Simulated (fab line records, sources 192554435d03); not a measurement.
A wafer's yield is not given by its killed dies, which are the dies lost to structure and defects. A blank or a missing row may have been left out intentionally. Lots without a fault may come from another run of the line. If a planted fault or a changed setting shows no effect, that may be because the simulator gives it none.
Chamber matching -- flow n5-finfet -- N5_BEOL_M9_ETCH_65 on rie-diel-06: 4 sister chambers
The step etches SiARC in CF4, target depth 15.6 nm, time 26 s. 4 wafers are shown with their chamber, then 10 later ones without.

## WAFERS, EACH WITH ITS CHAMBER
wafer,chamber,showerhead-plenum-p-Torr (Torr)
L084.2,2,2.27
L085.2,1,1.98
L087.1,3,2.09
L087.4,0,2.19

## WAFERS MISSING THEIR CHAMBER
wafer,showerhead-plenum-p-Torr (Torr)
L087.5,2.09
L088.2,2.26
L088.5,2.26
L088.6,1.98
L091.1,1.98
L091.3,2.26
L091.5,2.09
L096.2,2.18
L096.3,1.97
L096.5,2.09

## CHAMBER TAKEN BY EACH
wafer,from the rows above,in truth
L087.5,3,3
L088.2,2,2
L088.5,2,2
L088.6,1,1
L091.1,1,1
L091.3,2,2
L091.5,3,3
L096.2,0,0
L096.3,1,1
L096.5,3,3
Correct placement for 10 of the 10. Not placeable from these rows: 0. Number placed wrongly: 0.
How it was worked out, from the rows above alone: a wafer's distance from a chamber is the root of the sum, over the readings, of the square of ((its reading less the chamber's mean) divided by the reading's scatter). The wafer belongs to the nearest chamber; if the next one is less than 2 further off, it can't be placed. For every chamber, the mean is computed from those of its wafers that are shown. The scatter (one wafer shown for each chamber): square how far every hidden wafer sits from the nearest shown wafer, average those squares and take the square root.
